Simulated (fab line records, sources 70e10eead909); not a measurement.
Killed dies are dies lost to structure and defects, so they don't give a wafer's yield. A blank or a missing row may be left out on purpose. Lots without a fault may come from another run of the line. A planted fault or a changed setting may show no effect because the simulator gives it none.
Chamber matching | flow nand_harc | NHARC_P_BONDPAD_ETCH_37 on rie_diel-02: 4 sister chambers
The step etches the open film in N2/H2, target depth 60 nm, overetch 18 nm, time 65.91 s. 14 wafers are shown with their chamber, then 7 later ones without.

WAFERS WITH THEIR CHAMBER
wafer  | chamber | drypump_motor_current_A (A) | rf_vpp_V (V) | oes_product_au (a.u.)
L081.3 | 3       | 5.8                         | 428.9        | 1.002
L081.4 | 2       | 5.2                         | 430.5        | 0.994
L081.5 | 0       | 6.3                         | 429.5        | 1.002
L084.3 | 3       | 5.8                         | 430.3        | 0.998
L084.4 | 1       | 5.2                         | 434.1        | 1.007
L084.6 | 0       | 6.3                         | 429.5        | 0.993
L086.1 | 2       | 5.3                         | 430.5        | 1.000
L086.2 | 3       | 5.8                         | 430.3        | 0.992
L086.4 | 1       | 5.1                         | 434.2        | 0.997
L091.1 | 2       | 5.2                         | 430.0        | 0.998
L091.2 | 1       | 5.2                         | 435.7        | 1.005
L091.4 | 3       | 5.8                         | 430.3        | 1.002
L094.2 | 0       | 6.3                         | 429.3        | 1.004
L094.3 | 1       | 5.2                         | 434.0        | 1.000

SIGNATURES (means of the wafers above)
reading                 | chamber 0 | chamber 1 | chamber 2 | chamber 3 | scatter within a chamber
drypump_motor_current_A | 6.300     | 5.175     | 5.233     | 5.800     | 0.0376
rf_vpp_V                | 429.433   | 434.500   | 430.333   | 429.950   | 0.6
oes_product_au          | 0.99967   | 1.00225   | 0.99733   | 0.99850   | 0.00466
Rule: a wafer's distance from a chamber is the root of the sum, over the readings, of the square of ((its reading less the chamber's mean) divided by the reading's scatter). The wafer belongs to the nearest chamber; if the next one is less than 2 further off, it can't be placed. The scatter: the root of (the sum of the squares of (reading less its chamber's mean) over the shown wafers, divided by (wafers less chambers)).

WAFERS WITHOUT THEIR CHAMBER
wafer  | drypump_motor_current_A (A) | rf_vpp_V (V) | oes_product_au (a.u.)
L094.4 | 5.1                         | 434.0        | 0.994
L095.1 | 5.8                         | 429.8        | 0.997
L095.2 | 5.2                         | 430.6        | 0.992
L095.3 | 5.1                         | 435.5        | 0.995
L096.1 | 5.3                         | 430.2        | 0.990
L096.2 | 5.9                         | 428.5        | 0.999
L096.5 | 5.2                         | 428.5        | 1.003

WHICH CHAMBER EACH WENT THROUGH
wafer  | from the rows above | in truth
L094.4 | 1                   | 1
L095.1 | 3                   | 3
L095.2 | 2                   | 2
L095.3 | 1                   | 1
L096.1 | 2                   | 2
L096.2 | 3                   | 3
L096.5 | 2                   | 2
Placed correctly: 7 of 7. Can't be placed from these rows: 0. Placed wrongly: 0.
